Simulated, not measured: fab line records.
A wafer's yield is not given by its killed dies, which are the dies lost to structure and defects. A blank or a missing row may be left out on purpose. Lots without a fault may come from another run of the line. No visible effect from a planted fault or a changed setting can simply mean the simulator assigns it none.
Which tool was responsible? | flow nandHarc | Sampling: 12 lots, 36 wafers, 6 of 1302 route steps

== WHAT THE GAUGES SHOWED, per wafer ==
NHARC_P_GATE_CD_MEAS_26: the cd target is 120 nm. Usual: cdNm 119.8 nm, standard deviation 0.49.
lot  | measured     | on       | cdNm (nm)         | flag
L845 | day 5 05:58  | cdSem-01 | 120.2 119.9 119.8 | 
L846 | day 5 12:25  | cdSem-02 | 120.3 120.1 120.4 | 
L847 | day 5 15:11  | cdSem-03 | 119.9 120.1 119.5 | 
L849 | day 6 14:18  | cdSem-01 | 119.4 119.3 119.2 | 
L852 | day 8 03:25  | cdSem-02 | 119.1 119.3 119.4 | 
L853 | day 8 03:34  | cdSem-03 | 119.6 120.0 119.8 | 
L858 | day 10 05:39 | cdSem-02 | 122.4 122.6 122.3 | OFF
L860 | day 11 04:16 | cdSem-01 | 123.1 122.8 122.9 | OFF
L864 | day 13 06:17 | cdSem-03 | 119.9 119.3 120.2 | 
L865 | day 13 14:01 | cdSem-02 | 120.3 119.7 119.9 | 
L867 | day 14 03:55 | cdSem-02 | 120.3 120.4 120.5 | 
L868 | day 14 14:01 | cdSem-03 | 119.5 119.9 119.7 | 

NHARC_P_GATE_CD_MEAS_33. Usual: cdNm 120.3 nm, standard deviation 2.
lot  | measured     | on       | cdNm (nm)         | flag
L845 | day 5 06:57  | cdSem-01 | 119.2 119.8 122.1 | 
L846 | day 5 13:24  | cdSem-03 | 120.3 121.2 122.7 | 
L847 | day 5 16:12  | cdSem-02 | 123.3 122.8 123.6 | 
L849 | day 6 15:19  | cdSem-03 | 124.3 118.4 121.5 | 
L852 | day 8 05:11  | cdSem-03 | 122.6 121.1 121.6 | 
L853 | day 8 05:17  | cdSem-02 | 118.5 116.2 117.6 | 
L858 | day 10 06:38 | cdSem-02 | 120.8 120.7 125.1 | 
L860 | day 11 06:01 | cdSem-03 | 124.8 124.6 123.5 | 
L864 | day 13 07:18 | cdSem-03 | 119.7 118.2 119.4 | 
L865 | day 13 15:02 | cdSem-02 | 120.8 122.5 121.7 | 
L867 | day 14 04:54 | cdSem-03 | 119.9 118.0 120.2 | 
L868 | day 14 15:02 | cdSem-03 | 120.9 118.4 119.8 | 

NHARC_END_SORT_01. Usual: killedAtArray 52, standard deviation 17; killedAtOther 0.8, standard deviation 1.1; killedAtPeriphery 3.2, standard deviation 2.2; killedDies 57, standard deviation 17; killedOpen 3.4, standard deviation 1.8; killedShort 2.4, standard deviation 1.6.
lot  | measured     | on        | killedAtArray | killedAtOther | killedAtPeriphery | killedDies | killedOpen | killedShort | flag
L858 | day 29 16:42 | prober-01 | 41 60 35      | 1 1 0         | 0 2 0             | 42 63 35   | 2 0 4      | 0 7 0       | 

== TOOL THAT RAN EACH LOT (tool first, then ch and the chambers of the sampled wafers, then the start) ==
lot  | NHARC_P_GATE_DEP_103            | NHARC_P_GATE_EXPOSE_23            | NHARC_P_GATE_ETCH_104
L845 | pecvd-01 ch 1,2, day 5 05:12    | arfiScanner-03 ch 0, day 5 05:50  | rieDiel-09 ch 0,1,3, day 5 06:14
L846 | pecvd-04 ch 0,1,2, day 5 11:44  | arfiScanner-01 ch 0, day 5 12:17  | rieDiel-13 ch 0,1,2, day 5 12:41
L847 | pecvd-01 ch 0,2, day 5 14:32    | arfiScanner-03 ch 0, day 5 15:03  | rieDiel-13 ch 0,1,3, day 5 15:28
L849 | pecvd-03 ch 0,1, day 6 13:45    | arfiScanner-03 ch 0, day 6 14:10  | rieDiel-13 ch 0,2,3, day 6 14:35
L852 | pecvd-01 ch 1,2, day 8 02:45    | arfiScanner-02 ch 0, day 8 03:16  | rieDiel-10 ch 1,2, day 8 03:54
L853 | pecvd-03 ch 0,1,2, day 8 02:53  | arfiScanner-03 ch 0, day 8 03:26  | rieDiel-10 ch 1,2, day 8 04:23
L858 | pecvd-03 ch 1,2, day 10 04:55   | arfiScanner-03 ch 0, day 10 05:31 | rieDiel-09 ch 1,2,3, day 10 05:55
L860 | pecvd-04 ch 0,1,2, day 11 03:29 | arfiScanner-03 ch 0, day 11 04:07 | rieDiel-13 ch 0,2,3, day 11 05:14
L864 | pecvd-04 ch 0,1,2, day 13 05:46 | arfiScanner-02 ch 0, day 13 06:08 | rieDiel-10 ch 1,2,3, day 13 06:34
L865 | pecvd-03 ch 0,1,2, day 13 13:24 | arfiScanner-01 ch 0, day 13 13:53 | rieDiel-13 ch 0,2, day 13 14:17
L867 | pecvd-04 ch 0,1, day 14 03:22   | arfiScanner-01 ch 0, day 14 03:47 | rieDiel-09 ch 0,2,3, day 14 04:11
L868 | pecvd-03 ch 0,1,2, day 14 13:20 | arfiScanner-02 ch 0, day 14 13:53 | rieDiel-13 ch 1,2, day 14 14:17
- NHARC_P_GATE_DEP_103: deposits SiON, target thk 30 nm.
- NHARC_P_GATE_EXPOSE_23: exposes mask P GATE, target cd 120 nm.
- NHARC_P_GATE_ETCH_104: etches the open film in CF4/CHF3, target depth 60 nm.

== AS READ BY THE TOOLS THEMSELVES (means over the sampled wafers that have a number; for cases with no such wafer, the mark the record gives instead) ==
NHARC_P_GATE_DEP_103. Usual: heaterPowerOuterW 472 W, standard deviation 54; heaterPowerW 784 W, standard deviation 79.
lot  | tool     | heaterPowerOuterW (W) | heaterPowerW (W) | flag
L845 | pecvd-01 | 541                   | 884              | 
L846 | pecvd-04 | 418                   | 707              | 
L847 | pecvd-01 | 467                   | 816              | 
L849 | pecvd-03 | 448                   | 725              | 
L852 | pecvd-01 | 516                   | 865              | 
L853 | pecvd-03 | 468                   | 766              | 
L858 | pecvd-03 | 505                   | 803              | 
L860 | pecvd-04 | 475                   | 795              | 
L864 | pecvd-04 | 497                   | 852              | 
L865 | pecvd-03 | 486                   | 786              | 
L867 | pecvd-04 | 411                   | 717              | 
L868 | pecvd-03 | 489                   | 792              | 

NHARC_P_GATE_EXPOSE_23. Usual: exposureDoseMJCm2 93.90, standard deviation 0.088; focusOffsetNm 0.0 nm, standard deviation 0.54.
lot  | tool           | exposureDoseMJCm2 | focusOffsetNm (nm) | flag
L845 | arfiScanner-03 | 93.85             | -0.3               | 
L846 | arfiScanner-01 | 93.85             | 0.6                | 
L847 | arfiScanner-03 | 93.94             | -0.4               | 
L849 | arfiScanner-03 | 93.89             | 0.3                | 
L852 | arfiScanner-02 | 93.91             | -0.2               | 
L853 | arfiScanner-03 | 93.90             | -0.2               | 
L858 | arfiScanner-03 | 90.39             | -0.6               | OFF
L860 | arfiScanner-03 | 90.37             | -0.0               | OFF
L864 | arfiScanner-02 | 93.83             | 0.0                | 
L865 | arfiScanner-01 | 93.85             | -0.3               | 
L867 | arfiScanner-01 | 94.00             | 0.2                | 
L868 | arfiScanner-02 | 94.00             | 0.3                | 

NHARC_P_GATE_ETCH_104. Usual: drypumpMotorCurrentA 5.8 A, standard deviation 0.45; oesProductAu 0.954 a.u., standard deviation 0.021; rfVppV 370.8 V, standard deviation 2.3; showerheadPlenumPTorr 1.58 Torr, standard deviation 0.059; throttleValvePct 16.803 %, standard deviation 0.0086.
lot  | tool       | drypumpMotorCurrentA (A) | oesProductAu (a.u.) | rfVppV (V) | showerheadPlenumPTorr (Torr) | throttleValvePct (%) | flag
L845 | rieDiel-09 | 5.8                      | 0.965               | 370.4      | 1.57                         | 16.809               | 
L846 | rieDiel-13 | 6.0                      | 0.976               | 372.2      | 1.62                         | 16.798               | 
L847 | rieDiel-13 | 5.6                      | 0.971               | 370.4      | 1.58                         | 16.802               | 
L849 | rieDiel-13 | 5.8                      | 0.972               | 371.0      | 1.58                         | 16.803               | 
L852 | rieDiel-10 | 6.3                      | 0.936               | 371.4      | 1.57                         | 16.809               | 
L853 | rieDiel-10 | 6.4                      | 0.937               | 369.6      | 1.54                         | 16.800               | 
L858 | rieDiel-09 | 5.5                      | 0.970               | 370.3      | 1.58                         | 16.801               | 
L860 | rieDiel-13 | 5.8                      | 0.938               | 370.7      | 1.58                         | 16.810               | 
L864 | rieDiel-10 | 5.9                      | 0.975               | 371.4      | 1.60                         | 16.801               | 
L865 | rieDiel-13 | 6.2                      | 0.963               | 372.1      | 1.62                         | 16.799               | 
L867 | rieDiel-09 | 5.6                      | 0.959               | 369.2      | 1.54                         | 16.802               | 
L868 | rieDiel-13 | 6.0                      | 0.923               | 372.2      | 1.65                         | 16.802               | 

== THE ANSWER, worked out from the rows above alone ==
Rule: a lot is off if the mean of its wafers that have a number lies more than 3 standard deviations from the usual mean. Also off: a lot with no number at a reading for which 4 or more lots have one. All remaining lots with rows at the step are treated as sound. After the gauges, taken in route order, come the tools' own readings; for these a lot's mean is taken, as printed above. The first step at which some lot is off is used, and at that step the reading that is off furthest; a lot without a number counts as furthest.
Off: L858, L860 (NHARC_P_GATE_CD_MEAS_26, cdNm).
A tool fits if, at a process step before that reading, it ran every lot that is off, and no sound lot after the first of them. The gauges at NHARC_P_GATE_CD_MEAS_26 aren't tried: what is off there is off at NHARC_P_GATE_EXPOSE_23 too, on other tools, and a gauge's error can't cause that. One fits: arfiScanner-03 at NHARC_P_GATE_EXPOSE_23. A fault onset in the window from L853 (day 8 03:26, its last sound lot) to L858 (day 10 05:31, its first lot off) fits.
On the lots that are off, the tool's own readings at NHARC_P_GATE_EXPOSE_23 differ by more than 5 times the standard deviation of the sound lots' means, which bears it out; exposureDoseMJCm2 reads 90.38 there versus 93.90 on the sound lots.

== WHAT HAD BEEN PUT IN BY THE SIMULATOR ==
Process parameter drift: arfiScanner-03, from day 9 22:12 on, at NHARC_P_GATE_EXPOSE_23. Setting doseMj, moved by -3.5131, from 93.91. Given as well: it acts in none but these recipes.
Struck lots among those shown: L858, L860. This agrees with what the rule above found.
